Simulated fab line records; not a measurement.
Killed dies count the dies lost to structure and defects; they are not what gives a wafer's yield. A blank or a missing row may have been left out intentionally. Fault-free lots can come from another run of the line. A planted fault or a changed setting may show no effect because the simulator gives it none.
fab line records || flow nand-harc
record {"lots": 6, "wafers": 18, "last-day": 33}
route steps=1302 shown A_SOURCE_PLATE@420 A_ONON_D1@424 END@1302
lots untouched by any fault: they come from a run of this same line in which no faults occurred
start-h: the number of hours between the record's first day and the start of the first shown wafer of the lot || wait-h: hours from the lot's prior step to this one || " repeats the value in the row above || L1.1+2: several wafers, shown together as one row || - either no value or no given start || * or withheld: withheld || < > ~ a bound
route shown NAME@n: NAME is a module with steps in the file, n the number in the route of the first one || usual: mean and standard deviation over wafers with no fault || same: alike in all rows || chamber/n: place in a boat || sites: the reading at each site || _std_site: the standard deviation of these || _edge_site: inner sites' mean taken away from outer sites' mean || radius-mm: how far each site lies from the wafer's centre || mask NAME#n: copy n || behind: the tool/chamber that last shaped the wafer || hold: why the lot was held/for how many hours/how that ended || device: whichever transistor did not switch (one of n, p or np) || end of line: the route-end tests of the same wafers || where a step has no rows: the recipe by itself || killed: the dies lost at the first sort to structure and to defects; this is not the yield of the wafer || map: a wafer's dies, x killed, . not, _ none there
set.NAME: the setting as run; set.NAME@STEP: as run at that earlier step || model.NAME: the simulator's own value behind a step, which no gauge read
lots at some steps of the route; a table a step, a row a wafer
services: a tool's chamber out of use, with start hour (start-h, from the record's first day; less than 0 if before it), hours out, and reason
## steps
# step NHARC_A_SOURCE_PLATE_THK_MEAS_06
# recipe {"thk-meas-gauge": "ellipsometry"}
# usual {"thk-nm": "199.7/1.8"}
{"lot.wafer": "L102.2", "tool": "film-metro-01", "chamber": "-", "start-h": 184.34, "wait-h": 0.4, "thk-nm": 200.6}
{"lot.wafer": "L102.3", "tool": "film-metro-01", "chamber": "-", "start-h": 184.34, "wait-h": 0.4, "thk-nm": 200.3}
{"lot.wafer": "L102.6", "tool": "film-metro-01", "chamber": "-", "start-h": 184.34, "wait-h": 0.4, "thk-nm": 200.7}
{"lot.wafer": "L107.3", "tool": "film-metro-02", "chamber": "-", "start-h": 244.96, "wait-h": 0.4, "thk-nm": 200.2}
{"lot.wafer": "L107.4", "tool": "film-metro-02", "chamber": "-", "start-h": 244.96, "wait-h": 0.4, "thk-nm": 199.7}
{"lot.wafer": "L107.6", "tool": "film-metro-02", "chamber": "-", "start-h": 244.96, "wait-h": 0.4, "thk-nm": 202.0}
{"lot.wafer": "L108.3", "tool": "film-metro-02", "chamber": "-", "start-h": 250.77, "wait-h": 0.4, "thk-nm": 196.3}
{"lot.wafer": "L108.4", "tool": "film-metro-02", "chamber": "-", "start-h": 250.77, "wait-h": 0.4, "thk-nm": 199.3}
{"lot.wafer": "L108.5", "tool": "film-metro-02", "chamber": "-", "start-h": 250.77, "wait-h": 0.4, "thk-nm": 197.4}
{"lot.wafer": "L112.1", "tool": "film-metro-02", "chamber": "-", "start-h": 292.64, "wait-h": 0.4, "thk-nm": 198.5}
{"lot.wafer": "L112.2", "tool": "film-metro-02", "chamber": "-", "start-h": 292.64, "wait-h": 0.4, "thk-nm": 198.8}
{"lot.wafer": "L112.6", "tool": "film-metro-02", "chamber": "-", "start-h": 292.64, "wait-h": 0.4, "thk-nm": 197.8}
{"lot.wafer": "L116.1", "tool": "film-metro-01", "chamber": "-", "start-h": 326.36, "wait-h": 0.4, "thk-nm": 203.6}
{"lot.wafer": "L116.3", "tool": "film-metro-01", "chamber": "-", "start-h": 326.36, "wait-h": 0.4, "thk-nm": 201.7}
{"lot.wafer": "L116.5", "tool": "film-metro-01", "chamber": "-", "start-h": 326.36, "wait-h": 0.4, "thk-nm": 201.3}
{"lot.wafer": "L120.1", "tool": "film-metro-01", "chamber": "-", "start-h": 383.38, "wait-h": 0.4, "thk-nm": 201.2}
{"lot.wafer": "L120.5", "tool": "film-metro-01", "chamber": "-", "start-h": 383.38, "wait-h": 0.4, "thk-nm": 199.5}
{"lot.wafer": "L120.6", "tool": "film-metro-01", "chamber": "-", "start-h": 383.38, "wait-h": 0.4, "thk-nm": 202.4}
# step NHARC_A_SOURCE_PLATE_INSPECT_08
# usual {"raw-defect-count": "59/26"}
{"lot.wafer": "L102.2", "tool": "defect-inspect-02", "chamber": "-", "start-h": 184.40, "wait-h": 0.0, "raw-defect-count": 35}
{"lot.wafer": "L102.3", "tool": "defect-inspect-02", "chamber": "-", "start-h": 184.40, "wait-h": 0.0, "raw-defect-count": 48}
{"lot.wafer": "L102.6", "tool": "defect-inspect-02", "chamber": "-", "start-h": 184.40, "wait-h": 0.0, "raw-defect-count": 21}
{"lot.wafer": "L107.3", "tool": "defect-inspect-01", "chamber": "-", "start-h": 245.02, "wait-h": 0.0, "raw-defect-count": 55}
{"lot.wafer": "L107.4", "tool": "defect-inspect-01", "chamber": "-", "start-h": 245.02, "wait-h": 0.0, "raw-defect-count": 52}
{"lot.wafer": "L107.6", "tool": "defect-inspect-01", "chamber": "-", "start-h": 245.02, "wait-h": 0.0, "raw-defect-count": 48}
{"lot.wafer": "L108.3", "tool": "defect-inspect-01", "chamber": "-", "start-h": 250.88, "wait-h": 0.0, "raw-defect-count": 47}
{"lot.wafer": "L108.4", "tool": "defect-inspect-01", "chamber": "-", "start-h": 250.88, "wait-h": 0.0, "raw-defect-count": 38}
{"lot.wafer": "L108.5", "tool": "defect-inspect-01", "chamber": "-", "start-h": 250.88, "wait-h": 0.0, "raw-defect-count": 89}
{"lot.wafer": "L112.1", "tool": "defect-inspect-01", "chamber": "-", "start-h": 292.70, "wait-h": 0.0, "raw-defect-count": 52}
{"lot.wafer": "L112.2", "tool": "defect-inspect-01", "chamber": "-", "start-h": 292.70, "wait-h": 0.0, "raw-defect-count": 40}
{"lot.wafer": "L112.6", "tool": "defect-inspect-01", "chamber": "-", "start-h": 292.70, "wait-h": 0.0, "raw-defect-count": 56}
{"lot.wafer": "L116.1", "tool": "defect-inspect-01", "chamber": "-", "start-h": 326.43, "wait-h": 0.0, "raw-defect-count": 80}
{"lot.wafer": "L116.3", "tool": "defect-inspect-01", "chamber": "-", "start-h": 326.43, "wait-h": 0.0, "raw-defect-count": 47}
{"lot.wafer": "L116.5", "tool": "defect-inspect-01", "chamber": "-", "start-h": 326.43, "wait-h": 0.0, "raw-defect-count": 55}
{"lot.wafer": "L120.1", "tool": "defect-inspect-02", "chamber": "-", "start-h": 383.45, "wait-h": 0.0, "raw-defect-count": 54}
{"lot.wafer": "L120.5", "tool": "defect-inspect-02", "chamber": "-", "start-h": 383.45, "wait-h": 0.0, "raw-defect-count": 58}
{"lot.wafer": "L120.6", "tool": "defect-inspect-02", "chamber": "-", "start-h": 383.45, "wait-h": 0.0, "raw-defect-count": 69}
# step NHARC_A_ONON_D1_DEP_00
# recipe {"target-thk-a": 10000, "n2-flow-sccm": 2750, "n2o-flow-sccm": 2000, "nh3-flow-sccm": 500, "sih4-flow-sccm": 210, "temp-c": 400}
# step NHARC_A_ONON_D1_THK_MEAS_02
# recipe {"thk-meas-gauge": "ellipsometry"}
# usual {"thk-nm": "1001/8.3"}
{"lot.wafer": "L102.2", "tool": "film-metro-02", "chamber": "-", "start-h": 184.98, "wait-h": "-", "thk-nm": 997}
{"lot.wafer": "L102.3", "tool": "film-metro-02", "chamber": "-", "start-h": 184.98, "wait-h": "-", "thk-nm": 997}
{"lot.wafer": "L102.6", "tool": "film-metro-02", "chamber": "-", "start-h": 184.98, "wait-h": "-", "thk-nm": 997}
{"lot.wafer": "L107.3", "tool": "film-metro-01", "chamber": "-", "start-h": 245.61, "wait-h": "-", "thk-nm": 1003}
{"lot.wafer": "L107.4", "tool": "film-metro-01", "chamber": "-", "start-h": 245.61, "wait-h": "-", "thk-nm": 1002}
{"lot.wafer": "L107.6", "tool": "film-metro-01", "chamber": "-", "start-h": 245.61, "wait-h": "-", "thk-nm": 1002}
{"lot.wafer": "L108.3", "tool": "film-metro-02", "chamber": "-", "start-h": 251.46, "wait-h": "-", "thk-nm": 1017}
{"lot.wafer": "L108.4", "tool": "film-metro-02", "chamber": "-", "start-h": 251.46, "wait-h": "-", "thk-nm": 1017}
{"lot.wafer": "L108.5", "tool": "film-metro-02", "chamber": "-", "start-h": 251.46, "wait-h": "-", "thk-nm": 1016}
{"lot.wafer": "L112.1", "tool": "film-metro-01", "chamber": "-", "start-h": 293.28, "wait-h": "-", "thk-nm": 1001}
{"lot.wafer": "L112.2", "tool": "film-metro-01", "chamber": "-", "start-h": 293.28, "wait-h": "-", "thk-nm": 1000}
{"lot.wafer": "L112.6", "tool": "film-metro-01", "chamber": "-", "start-h": 293.28, "wait-h": "-", "thk-nm": 999}
{"lot.wafer": "L116.1", "tool": "film-metro-02", "chamber": "-", "start-h": 327.00, "wait-h": "-", "thk-nm": 1001}
{"lot.wafer": "L116.3", "tool": "film-metro-02", "chamber": "-", "start-h": 327.00, "wait-h": "-", "thk-nm": 1003}
{"lot.wafer": "L116.5", "tool": "film-metro-02", "chamber": "-", "start-h": 327.00, "wait-h": "-", "thk-nm": 1002}
{"lot.wafer": "L120.1", "tool": "film-metro-01", "chamber": "-", "start-h": 384.06, "wait-h": "-", "thk-nm": 1004}
{"lot.wafer": "L120.5", "tool": "film-metro-01", "chamber": "-", "start-h": 384.06, "wait-h": "-", "thk-nm": 1006}
{"lot.wafer": "L120.6", "tool": "film-metro-01", "chamber": "-", "start-h": 384.06, "wait-h": "-", "thk-nm": 1005}
# step NHARC_A_ONON_D1_DEP_03
# recipe {"target-thk-a": 10000, "n2-flow-sccm": 2750, "n2o-flow-sccm": 2000, "nh3-flow-sccm": 500, "sih4-flow-sccm": 210, "temp-c": 400}
# step NHARC_A_ONON_D1_THK_MEAS_05
# recipe {"thk-meas-gauge": "ellipsometry"}
# usual {"thk-nm": "1000/8.3"}
{"lot.wafer": "L102.2", "tool": "film-metro-01", "chamber": "-", "start-h": 185.55, "wait-h": "-", "thk-nm": 1001}
{"lot.wafer": "L102.3", "tool": "film-metro-01", "chamber": "-", "start-h": 185.55, "wait-h": "-", "thk-nm": 1000}
{"lot.wafer": "L102.6", "tool": "film-metro-01", "chamber": "-", "start-h": 185.55, "wait-h": "-", "thk-nm": 1002}
{"lot.wafer": "L107.3", "tool": "film-metro-02", "chamber": "-", "start-h": 246.17, "wait-h": "-", "thk-nm": 1009}
{"lot.wafer": "L107.4", "tool": "film-metro-02", "chamber": "-", "start-h": 246.17, "wait-h": "-", "thk-nm": 1006}
{"lot.wafer": "L107.6", "tool": "film-metro-02", "chamber": "-", "start-h": 246.17, "wait-h": "-", "thk-nm": 1005}
{"lot.wafer": "L108.3", "tool": "film-metro-02", "chamber": "-", "start-h": 252.02, "wait-h": "-", "thk-nm": 1009}
{"lot.wafer": "L108.4", "tool": "film-metro-02", "chamber": "-", "start-h": 252.02, "wait-h": "-", "thk-nm": 1009}
{"lot.wafer": "L108.5", "tool": "film-metro-02", "chamber": "-", "start-h": 252.02, "wait-h": "-", "thk-nm": 1009}
{"lot.wafer": "L112.1", "tool": "film-metro-01", "chamber": "-", "start-h": 293.85, "wait-h": "-", "thk-nm": 998}
{"lot.wafer": "L112.2", "tool": "film-metro-01", "chamber": "-", "start-h": 293.85, "wait-h": "-", "thk-nm": 999}
{"lot.wafer": "L112.6", "tool": "film-metro-01", "chamber": "-", "start-h": 293.85, "wait-h": "-", "thk-nm": 997}
{"lot.wafer": "L116.1", "tool": "film-metro-01", "chamber": "-", "start-h": 327.57, "wait-h": "-", "thk-nm": 1020}
{"lot.wafer": "L116.3", "tool": "film-metro-01", "chamber": "-", "start-h": 327.57, "wait-h": "-", "thk-nm": 1020}
{"lot.wafer": "L116.5", "tool": "film-metro-01", "chamber": "-", "start-h": 327.57, "wait-h": "-", "thk-nm": 1018}
{"lot.wafer": "L120.1", "tool": "film-metro-01", "chamber": "-", "start-h": 384.62, "wait-h": "-", "thk-nm": 984}
{"lot.wafer": "L120.5", "tool": "film-metro-01", "chamber": "-", "start-h": 384.62, "wait-h": "-", "thk-nm": 984}
{"lot.wafer": "L120.6", "tool": "film-metro-01", "chamber": "-", "start-h": 384.62, "wait-h": "-", "thk-nm": 983}
# step NHARC_A_ONON_D1_DEP_06
# recipe {"target-thk-a": 10000, "n2-flow-sccm": 2750, "n2o-flow-sccm": 2000, "nh3-flow-sccm": 500, "sih4-flow-sccm": 210, "temp-c": 400}
# step NHARC_A_ONON_D1_THK_MEAS_08
# recipe {"thk-meas-gauge": "ellipsometry"}
# usual {"thk-nm": "998/10"}
{"lot.wafer": "L102.2", "tool": "film-metro-01", "chamber": "-", "start-h": 186.11, "wait-h": "-", "thk-nm": 993}
{"lot.wafer": "L102.3", "tool": "film-metro-01", "chamber": "-", "start-h": 186.11, "wait-h": "-", "thk-nm": 994}
{"lot.wafer": "L102.6", "tool": "film-metro-01", "chamber": "-", "start-h": 186.11, "wait-h": "-", "thk-nm": 991}
{"lot.wafer": "L107.3", "tool": "film-metro-01", "chamber": "-", "start-h": 246.75, "wait-h": "-", "thk-nm": 996}
{"lot.wafer": "L107.4", "tool": "film-metro-01", "chamber": "-", "start-h": 246.75, "wait-h": "-", "thk-nm": 995}
{"lot.wafer": "L107.6", "tool": "film-metro-01", "chamber": "-", "start-h": 246.75, "wait-h": "-", "thk-nm": 995}
{"lot.wafer": "L108.3", "tool": "film-metro-02", "chamber": "-", "start-h": 252.59, "wait-h": "-", "thk-nm": 993}
{"lot.wafer": "L108.4", "tool": "film-metro-02", "chamber": "-", "start-h": 252.59, "wait-h": "-", "thk-nm": 995}
{"lot.wafer": "L108.5", "tool": "film-metro-02", "chamber": "-", "start-h": 252.59, "wait-h": "-", "thk-nm": 993}
{"lot.wafer": "L112.1", "tool": "film-metro-02", "chamber": "-", "start-h": 294.42, "wait-h": "-", "thk-nm": 992}
{"lot.wafer": "L112.2", "tool": "film-metro-02", "chamber": "-", "start-h": 294.42, "wait-h": "-", "thk-nm": 993}
{"lot.wafer": "L112.6", "tool": "film-metro-02", "chamber": "-", "start-h": 294.42, "wait-h": "-", "thk-nm": 990}
{"lot.wafer": "L116.1", "tool": "film-metro-01", "chamber": "-", "start-h": 328.13, "wait-h": "-", "thk-nm": 993}
{"lot.wafer": "L116.3", "tool": "film-metro-01", "chamber": "-", "start-h": 328.13, "wait-h": "-", "thk-nm": 990}
{"lot.wafer": "L116.5", "tool": "film-metro-01", "chamber": "-", "start-h": 328.13, "wait-h": "-", "thk-nm": 990}
{"lot.wafer": "L120.1", "tool": "film-metro-01", "chamber": "-", "start-h": 385.19, "wait-h": "-", "thk-nm": 1003}
{"lot.wafer": "L120.5", "tool": "film-metro-01", "chamber": "-", "start-h": 385.19, "wait-h": "-", "thk-nm": 1003}
{"lot.wafer": "L120.6", "tool": "film-metro-01", "chamber": "-", "start-h": 385.19, "wait-h": "-", "thk-nm": 1004}
# step NHARC_A_ONON_D1_DEP_09
# recipe {"target-thk-a": 10000, "n2-flow-sccm": 2750, "n2o-flow-sccm": 2000, "nh3-flow-sccm": 500, "sih4-flow-sccm": 210, "temp-c": 400}
# step NHARC_A_ONON_D1_THK_MEAS_11
# recipe {"thk-meas-gauge": "ellipsometry"}
# usual {"thk-nm": "1001/8.5"}
{"lot.wafer": "L102.2", "tool": "film-metro-01", "chamber": "-", "start-h": 186.67, "wait-h": "-", "thk-nm": 1010}
{"lot.wafer": "L102.3", "tool": "film-metro-01", "chamber": "-", "start-h": 186.67, "wait-h": "-", "thk-nm": 1009}
{"lot.wafer": "L102.6", "tool": "film-metro-01", "chamber": "-", "start-h": 186.67, "wait-h": "-", "thk-nm": 1009}
{"lot.wafer": "L107.3", "tool": "film-metro-01", "chamber": "-", "start-h": 247.31, "wait-h": "-", "thk-nm": 1009}
{"lot.wafer": "L107.4", "tool": "film-metro-01", "chamber": "-", "start-h": 247.31, "wait-h": "-", "thk-nm": 1008}
{"lot.wafer": "L107.6", "tool": "film-metro-01", "chamber": "-", "start-h": 247.31, "wait-h": "-", "thk-nm": 1009}
{"lot.wafer": "L108.3", "tool": "film-metro-01", "chamber": "-", "start-h": 253.16, "wait-h": "-", "thk-nm": 1009}
{"lot.wafer": "L108.4", "tool": "film-metro-01", "chamber": "-", "start-h": 253.16, "wait-h": "-", "thk-nm": 1010}
{"lot.wafer": "L108.5", "tool": "film-metro-01", "chamber": "-", "start-h": 253.16, "wait-h": "-", "thk-nm": 1009}
{"lot.wafer": "L112.1", "tool": "film-metro-02", "chamber": "-", "start-h": 294.98, "wait-h": "-", "thk-nm": 1002}
{"lot.wafer": "L112.2", "tool": "film-metro-02", "chamber": "-", "start-h": 294.98, "wait-h": "-", "thk-nm": 1000}
{"lot.wafer": "L112.6", "tool": "film-metro-02", "chamber": "-", "start-h": 294.98, "wait-h": "-", "thk-nm": 1001}
{"lot.wafer": "L116.1", "tool": "film-metro-01", "chamber": "-", "start-h": 328.69, "wait-h": "-", "thk-nm": 1001}
{"lot.wafer": "L116.3", "tool": "film-metro-01", "chamber": "-", "start-h": 328.69, "wait-h": "-", "thk-nm": 1001}
{"lot.wafer": "L116.5", "tool": "film-metro-01", "chamber": "-", "start-h": 328.69, "wait-h": "-", "thk-nm": 1000}
{"lot.wafer": "L120.1", "tool": "film-metro-01", "chamber": "-", "start-h": 385.76, "wait-h": "-", "thk-nm": 992}
{"lot.wafer": "L120.5", "tool": "film-metro-01", "chamber": "-", "start-h": 385.76, "wait-h": "-", "thk-nm": 991}
{"lot.wafer": "L120.6", "tool": "film-metro-01", "chamber": "-", "start-h": 385.76, "wait-h": "-", "thk-nm": 992}
# step NHARC_A_ONON_D1_DEP_12
# recipe {"target-thk-a": 10000, "n2-flow-sccm": 2750, "n2o-flow-sccm": 2000, "nh3-flow-sccm": 500, "sih4-flow-sccm": 210, "temp-c": 400}
{"lot.wafer": "L102.2+3+6", "tool": "pecvd-onon-04", "chamber": 0, "start-h": 186.78, "wait-h": 0.1}
{"lot.wafer": "L107.3+4+6", "tool": "pecvd-onon-02", "chamber": 0, "start-h": 247.48, "wait-h": 0.2}
{"lot.wafer": "L108.3+4+5", "tool": "pecvd-onon-02", "chamber": 0, "start-h": 253.33, "wait-h": 0.2}
{"lot.wafer": "L112.1+2+6", "tool": "pecvd-onon-03", "chamber": 0, "start-h": 295.03, "wait-h": 0.1}
{"lot.wafer": "L116.1+3+5", "tool": "pecvd-onon-02", "chamber": 0, "start-h": 328.75, "wait-h": 0.1}
{"lot.wafer": "L120.1+5+6", "tool": "pecvd-onon-04", "chamber": 0, "start-h": 386.08, "wait-h": 0.3}
# step NHARC_A_ONON_D1_THK_MEAS_14
# recipe {"thk-meas-gauge": "ellipsometry"}
# usual {"thk-nm": "1002/8.6"}
{"lot.wafer": "L102.2", "tool": "film-metro-01", "chamber": "-", "start-h": 187.24, "wait-h": "-", "thk-nm": 993}
{"lot.wafer": "L102.3", "tool": "film-metro-01", "chamber": "-", "start-h": 187.24, "wait-h": "-", "thk-nm": 991}
{"lot.wafer": "L102.6", "tool": "film-metro-01", "chamber": "-", "start-h": 187.24, "wait-h": "-", "thk-nm": 994}
{"lot.wafer": "L107.3", "tool": "film-metro-02", "chamber": "-", "start-h": 247.87, "wait-h": "-", "thk-nm": 283}
{"lot.wafer": "L107.4", "tool": "film-metro-02", "chamber": "-", "start-h": 247.87, "wait-h": "-", "thk-nm": 281}
{"lot.wafer": "L107.6", "tool": "film-metro-02", "chamber": "-", "start-h": 247.87, "wait-h": "-", "thk-nm": 283}
{"lot.wafer": "L108.3", "tool": "film-metro-02", "chamber": "-", "start-h": 253.73, "wait-h": "-", "thk-nm": 297}
{"lot.wafer": "L108.4", "tool": "film-metro-02", "chamber": "-", "start-h": 253.73, "wait-h": "-", "thk-nm": 298}
{"lot.wafer": "L108.5", "tool": "film-metro-02", "chamber": "-", "start-h": 253.73, "wait-h": "-", "thk-nm": 296}
{"lot.wafer": "L112.1", "tool": "film-metro-01", "chamber": "-", "start-h": 295.56, "wait-h": "-", "thk-nm": 1009}
{"lot.wafer": "L112.2", "tool": "film-metro-01", "chamber": "-", "start-h": 295.56, "wait-h": "-", "thk-nm": 1012}
{"lot.wafer": "L112.6", "tool": "film-metro-01", "chamber": "-", "start-h": 295.56, "wait-h": "-", "thk-nm": 1010}
{"lot.wafer": "L116.1", "tool": "film-metro-02", "chamber": "-", "start-h": 329.26, "wait-h": "-", "thk-nm": 993}
{"lot.wafer": "L116.3", "tool": "film-metro-02", "chamber": "-", "start-h": 329.26, "wait-h": "-", "thk-nm": 994}
{"lot.wafer": "L116.5", "tool": "film-metro-02", "chamber": "-", "start-h": 329.26, "wait-h": "-", "thk-nm": 993}
{"lot.wafer": "L120.1", "tool": "film-metro-01", "chamber": "-", "start-h": 386.59, "wait-h": "-", "thk-nm": 983}
{"lot.wafer": "L120.5", "tool": "film-metro-01", "chamber": "-", "start-h": 386.59, "wait-h": "-", "thk-nm": 982}
{"lot.wafer": "L120.6", "tool": "film-metro-01", "chamber": "-", "start-h": 386.59, "wait-h": "-", "thk-nm": 984}
# step NHARC_A_ONON_D1_ANNEAL_15
# recipe {"temp-c": 750, "time-s": 3600}
# step NHARC_END_SORT_01
# recipe {"temp-c": 25}
# usual {"killed-at-array": "52/16", "killed-at-other": "0.8/0.98", "killed-at-periphery": "4.2/2.9", "killed-dies": "57/16", "killed-open": "3.3/1.9", "killed-short": "2.5/1.5"}
# same {"gross-dies": 677}
{"lot.wafer": "L108.3", "tool": "prober-02", "chamber": 0, "start-h": 641.67, "wait-h": 3.1, "killed-at-array": 676, "killed-at-other": 1, "killed-at-periphery": 0, "killed-dies": 677, "killed-open": 3, "killed-short": 3}
{"lot.wafer": "L108.4", "tool": "prober-02", "chamber": 0, "start-h": 642.47, "wait-h": 3.4, "killed-at-array": 673, "killed-at-other": 3, "killed-at-periphery": 1, "killed-dies": 677, "killed-open": 2, "killed-short": 1}
{"lot.wafer": "L108.5", "tool": "prober-02", "chamber": 0, "start-h": 643.26, "wait-h": 3.7, "killed-at-array": 673, "killed-at-other": 2, "killed-at-periphery": 2, "killed-dies": 677, "killed-open": 3, "killed-short": 3}
{"lot.wafer": "L107.3", "tool": "prober-01", "chamber": 0, "start-h": 641.67, "wait-h": 3.1, "killed-at-array": 672, "killed-at-other": 2, "killed-at-periphery": 3, "killed-dies": 677, "killed-open": 1, "killed-short": 2}
{"lot.wafer": "L107.4", "tool": "prober-01", "chamber": 0, "start-h": 642.47, "wait-h": 3.4, "killed-at-array": 667, "killed-at-other": 0, "killed-at-periphery": 10, "killed-dies": 677, "killed-open": 4, "killed-short": 2}
{"lot.wafer": "L107.6", "tool": "prober-01", "chamber": 0, "start-h": 644.06, "wait-h": 4.0, "killed-at-array": 665, "killed-at-other": 0, "killed-at-periphery": 12, "killed-dies": 677, "killed-open": 6, "killed-short": 4}
# killed by level:class
L108.3 A_ONON_D1:area-dep=622 A_CHANNEL_HOLE_D1:chamber-film-flake=32 A_CHANNEL_HOLE_D2:chamber-film-flake=9 A_STAIRCASE:chamber-film-flake=4 A_CHANNEL_FILL_D1:chamber-film-flake=2 A_WL_FILL:chamber-film-flake=2 A_CHANNEL_HOLE_D1:geometric-particle:short=1 A_CHANNEL_FILL_D1:geometric-particle:open=1
L107.3 A_ONON_D1:area-dep=624 A_SLIT:chamber-film-flake=24 A_CHANNEL_HOLE_D2:chamber-film-flake=13 A_CHANNEL_HOLE_D1:chamber-film-flake=4 P_CONTACT:chamber-film-flake=2 A_STAIRCASE:chamber-film-flake=2 A_WL_FILL:chamber-film-flake=2 P_M1:geometric-particle:open=1
L108.4 A_ONON_D1:area-dep=614 A_CHANNEL_HOLE_D2:chamber-film-flake=24 A_CHANNEL_HOLE_D1:chamber-film-flake=23 A_STAIRCASE:chamber-film-flake=4 THIN_TSV:chamber-film-flake=3 A_WL_FILL:chamber-film-flake=2 A_CHANNEL_FILL_D1:geometric-particle:short=1 A_ONON_D2:geometric-particle:open=1
L107.4 A_ONON_D1:area-dep=608 A_SLIT:chamber-film-flake=30 A_CHANNEL_HOLE_D2:chamber-film-flake=14 P_CONTACT:chamber-film-flake=5 A_STAIRCASE:chamber-film-flake=4 A_WL_FILL:chamber-film-flake=4 A_CHANNEL_FILL_D1:chamber-film-flake=2 P_M0:geometric-particle:open=1
L108.5 A_ONON_D1:area-dep=621 A_CHANNEL_HOLE_D1:chamber-film-flake=28 A_CHANNEL_HOLE_D2:chamber-film-flake=13 A_STAIRCASE:chamber-film-flake=3 A_ONON_D1:geometric-particle:open=2 A_WL_FILL:geometric-particle:short=2 A_ZERO_WELL:chamber-film-flake=2 THIN_TSV:chamber-film-flake=2
L107.6 A_ONON_D1:area-dep=610 A_SLIT:chamber-film-flake=28 A_CHANNEL_HOLE_D2:chamber-film-flake=9 P_CONTACT:chamber-film-flake=5 P_ZERO_WELL:chamber-film-flake=3 A_WL_FILL:chamber-film-flake=3 A_CONTACT:chamber-film-flake=3 A_CHANNEL_FILL_D2:geometric-particle:open=2
# map L107.3 (x killed, . not)
____________x____________
_________xxxxxxx_________
_______xxxxxxxxxxx_______
______xxxxxxxxxxxxx______
_____xxxxxxxxxxxxxxx_____
____xxxxxxxxxxxxxxxxx____
____xxxxxxxxxxxxxxxxx____
___xxxxxxxxxxxxxxxxxxx___
___xxxxxxxxxxxxxxxxxxx___
__xxxxxxxxxxxxxxxxxxxxx__
__xxxxxxxxxxxxxxxxxxxxx__
_xxxxxxxxxxxxxxxxxxxxxxx_
_xxxxxxxxxxxxxxxxxxxxxxx_
_xxxxxxxxxxxxxxxxxxxxxxx_
_xxxxxxxxxxxxxxxxxxxxxxx_
_xxxxxxxxxxxxxxxxxxxxxxx_
xxxxxxxxxxxxxxxxxxxxxxxxx
xxxxxxxxxxxxxxxxxxxxxxxxx
xxxxxxxxxxxxxxxxxxxxxxxxx
xxxxxxxxxxxxxxxxxxxxxxxxx
xxxxxxxxxxxxxxxxxxxxxxxxx
_xxxxxxxxxxxxxxxxxxxxxxx_
_xxxxxxxxxxxxxxxxxxxxxxx_
_xxxxxxxxxxxxxxxxxxxxxxx_
_xxxxxxxxxxxxxxxxxxxxxxx_
_xxxxxxxxxxxxxxxxxxxxxxx_
__xxxxxxxxxxxxxxxxxxxxx__
__xxxxxxxxxxxxxxxxxxxxx__
___xxxxxxxxxxxxxxxxxxx___
___xxxxxxxxxxxxxxxxxxx___
____xxxxxxxxxxxxxxxxx____
____xxxxxxxxxxxxxxxxx____
_____xxxxxxxxxxxxxxx_____
______xxxxxxxxxxxxx______
_______xxxxxxxxxxx_______
_________xxxxxxx_________
____________x____________
# map L108.3 (x killed, . not)
____________x____________
_________xxxxxxx_________
_______xxxxxxxxxxx_______
______xxxxxxxxxxxxx______
_____xxxxxxxxxxxxxxx_____
____xxxxxxxxxxxxxxxxx____
____xxxxxxxxxxxxxxxxx____
___xxxxxxxxxxxxxxxxxxx___
___xxxxxxxxxxxxxxxxxxx___
__xxxxxxxxxxxxxxxxxxxxx__
__xxxxxxxxxxxxxxxxxxxxx__
_xxxxxxxxxxxxxxxxxxxxxxx_
_xxxxxxxxxxxxxxxxxxxxxxx_
_xxxxxxxxxxxxxxxxxxxxxxx_
_xxxxxxxxxxxxxxxxxxxxxxx_
_xxxxxxxxxxxxxxxxxxxxxxx_
xxxxxxxxxxxxxxxxxxxxxxxxx
xxxxxxxxxxxxxxxxxxxxxxxxx
xxxxxxxxxxxxxxxxxxxxxxxxx
xxxxxxxxxxxxxxxxxxxxxxxxx
xxxxxxxxxxxxxxxxxxxxxxxxx
_xxxxxxxxxxxxxxxxxxxxxxx_
_xxxxxxxxxxxxxxxxxxxxxxx_
_xxxxxxxxxxxxxxxxxxxxxxx_
_xxxxxxxxxxxxxxxxxxxxxxx_
_xxxxxxxxxxxxxxxxxxxxxxx_
__xxxxxxxxxxxxxxxxxxxxx__
__xxxxxxxxxxxxxxxxxxxxx__
___xxxxxxxxxxxxxxxxxxx___
___xxxxxxxxxxxxxxxxxxx___
____xxxxxxxxxxxxxxxxx____
____xxxxxxxxxxxxxxxxx____
_____xxxxxxxxxxxxxxx_____
______xxxxxxxxxxxxx______
_______xxxxxxxxxxx_______
_________xxxxxxx_________
____________x____________
## services
{"tool": "pecvd-onon-02", "chamber": "-", "start-h": 185.00, "hours": 13.0, "kind": "pm"}
{"tool": "pecvd-onon-03", "chamber": "-", "start-h": 227.00, "hours": 13.0, "kind": "pm"}
{"tool": "pecvd-onon-02", "chamber": "-", "start-h": 289.69, "hours": 2.5, "kind": "repair"}
{"tool": "pecvd-onon-04", "chamber": "-", "start-h": 311.32, "hours": 13.0, "kind": "pm"}
{"tool": "pecvd-onon-02", "chamber": "-", "start-h": 366.00, "hours": 13.0, "kind": "pm"}
## key
first-sign {"step": "NHARC_A_ONON_D1_THK_MEAS_14", "reading": "thk-nm", "direction": "down", "sigmas": 83, "usual": 1002, "struck": 290}
effect {"step": "NHARC_END_SORT_01", "reading": "killed-at-array", "direction": "up", "sigmas": 39, "usual": 52, "struck": 671}
more-kills-born-at {"NHARC_A_ONON_D1_DEP_12@pecvd-onon-02": 3699}
met-at NHARC_A_ONON_D1_DEP_12
struck-wafers L107.3,L107.4,L107.6,L108.3,L108.4,L108.5
later-rows-left-out L107.3,L107.4,L107.6,L108.3,L108.4,L108.5
tester-left-out L107,L108
fault {"kind": "process-parameter-drift", "tool": "pecvd-onon-02", "chamber": 0, "onset-h": 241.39, "steps": "NHARC_A_ONON_D1_DEP_12", "channel": "target-thk-a", "offset": "*", "shape": "step", "end-h": 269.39, "acts-in": "*", "stated": "*"}
# tester-left-out: of these lots the tester's yield and bins aren't shown, on N5 and GAA mostly nor the transistor test; their killed dies are dies lost to structure and defects alone, not to doping, threshold or leakage, so they don't give the yield
# later-rows-left-out: the simulator's readings of these wafers behind a module that went badly wrong aren't trusted and aren't shown, but for the sort
